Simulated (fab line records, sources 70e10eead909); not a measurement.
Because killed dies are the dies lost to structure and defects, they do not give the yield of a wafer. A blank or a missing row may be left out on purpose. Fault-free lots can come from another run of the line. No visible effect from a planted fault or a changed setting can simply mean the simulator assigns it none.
Chamber matching || flow nand-harc || 3 sister chambers for NHARC_P_CONTACT_DEP_30 on pecvd-01
The step deposits SiNx, target thk 30 nm. 6 wafers are shown with their chamber, then 8 later ones without.

== EACH WAFER AND ITS CHAMBER ==
{"wafer": "L080.4", "chamber": 1, "heater-power-w (W)": 743, "susceptor-temp-C (C)": 400.61}
{"wafer": "L083.3", "chamber": 2, "heater-power-w (W)": 681, "susceptor-temp-C (C)": 399.85}
{"wafer": "L084.4", "chamber": 2, "heater-power-w (W)": 668, "susceptor-temp-C (C)": 399.76}
{"wafer": "L084.5", "chamber": 0, "heater-power-w (W)": 701, "susceptor-temp-C (C)": 399.66}
{"wafer": "L084.6", "chamber": 1, "heater-power-w (W)": 714, "susceptor-temp-C (C)": 400.04}
{"wafer": "L088.1", "chamber": 0, "heater-power-w (W)": 634, "susceptor-temp-C (C)": 400.32}

== WAFERS WITHOUT THEIR CHAMBER ==
{"wafer": "L088.2", "heater-power-w (W)": 754, "susceptor-temp-C (C)": 400.07}
{"wafer": "L088.3", "heater-power-w (W)": 727, "susceptor-temp-C (C)": 400.09}
{"wafer": "L092.1", "heater-power-w (W)": 756, "susceptor-temp-C (C)": 399.98}
{"wafer": "L092.2", "heater-power-w (W)": 625, "susceptor-temp-C (C)": 400.08}
{"wafer": "L092.5", "heater-power-w (W)": 751, "susceptor-temp-C (C)": 399.62}
{"wafer": "L097.1", "heater-power-w (W)": 668, "susceptor-temp-C (C)": 399.89}
{"wafer": "L097.2", "heater-power-w (W)": 701, "susceptor-temp-C (C)": 399.97}
{"wafer": "L097.3", "heater-power-w (W)": 728, "susceptor-temp-C (C)": 400.13}

== WHICH CHAMBER EACH WENT THROUGH ==
{"wafer": "L088.2", "from the rows above": "can't be placed: 1 or 2 or 0", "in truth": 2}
{"wafer": "L088.3", "from the rows above": "can't be placed: 1 or 2 or 0", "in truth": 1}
{"wafer": "L092.1", "from the rows above": "can't be placed: 1 or 2 or 0", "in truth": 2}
{"wafer": "L092.2", "from the rows above": "can't be placed: 0 or 2", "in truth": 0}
{"wafer": "L092.5", "from the rows above": "can't be placed: 1 or 2 or 0", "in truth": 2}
{"wafer": "L097.1", "from the rows above": "can't be placed: 0 or 2", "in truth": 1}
{"wafer": "L097.2", "from the rows above": "can't be placed: 2 or 0 or 1", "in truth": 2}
{"wafer": "L097.3", "from the rows above": "can't be placed: 1 or 2 or 0", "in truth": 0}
0 of 8 placed correctly. These rows do not allow placing 8 (true chamber among the candidates in 7). Placed wrongly: 0.
How it was worked out, from the rows above alone: a wafer's distance from a chamber is the root of the sum, over the readings, of the square of ((its reading less the chamber's mean) divided by the reading's scatter). The wafer belongs to the nearest chamber; if the next one is less than 2 further off, it can't be placed. The mean given for a chamber averages the wafers shown for that chamber. The scatter is the square root of a quotient: the sum, over the shown wafers, of each reading's squared deviation from its chamber's mean, divided by wafers minus chambers.
